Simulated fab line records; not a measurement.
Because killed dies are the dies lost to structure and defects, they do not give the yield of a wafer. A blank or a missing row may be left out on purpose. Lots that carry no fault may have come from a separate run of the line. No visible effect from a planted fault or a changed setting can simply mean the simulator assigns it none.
Chamber matching    flow nand-harc    4 sister chambers for NHARC_P_STI_ETCH_15 on rie-si-02
The step etches the open film in HBr/Cl2, target depth 300 nm, time 100.1 s. 4 wafers are shown with their chamber, then 9 later ones without.

## EACH WAFER AND ITS CHAMBER
wafer   chamber  drypump-motor-current-A (A)
L817.2  1        6.2
L819.2  3        5.7
L819.4  2        6.5
L819.6  0        5.4

## WAFERS MISSING THEIR CHAMBER
wafer   drypump-motor-current-A (A)
L823.2  6.2
L823.3  5.6
L823.4  5.4
L828.1  6.2
L828.3  5.4
L828.6  5.4
L831.3  5.4
L831.4  5.7
L831.6  6.6

## THE CHAMBER EACH PASSED THROUGH
wafer   from the rows above  in truth
L823.2  1                    1
L823.3  3                    3
L823.4  0                    0
L828.1  1                    1
L828.3  0                    0
L828.6  0                    0
L831.3  0                    0
L831.4  3                    3
L831.6  2                    2
Correct placement for 9 of the 9. Not placeable from these rows: 0. Wrongly placed: 0.
How it was worked out, from the rows above alone: a wafer's distance from a chamber is the root of the sum, over the readings, of the square of ((its reading less the chamber's mean) divided by the reading's scatter). The wafer belongs to the nearest chamber; if the next one is less than 2 further off, it can't be placed. Each chamber's mean is taken over the wafers shown for it. The scatter: root of mean squared gap, hidden wafer to nearest shown wafer, with one shown wafer a chamber.
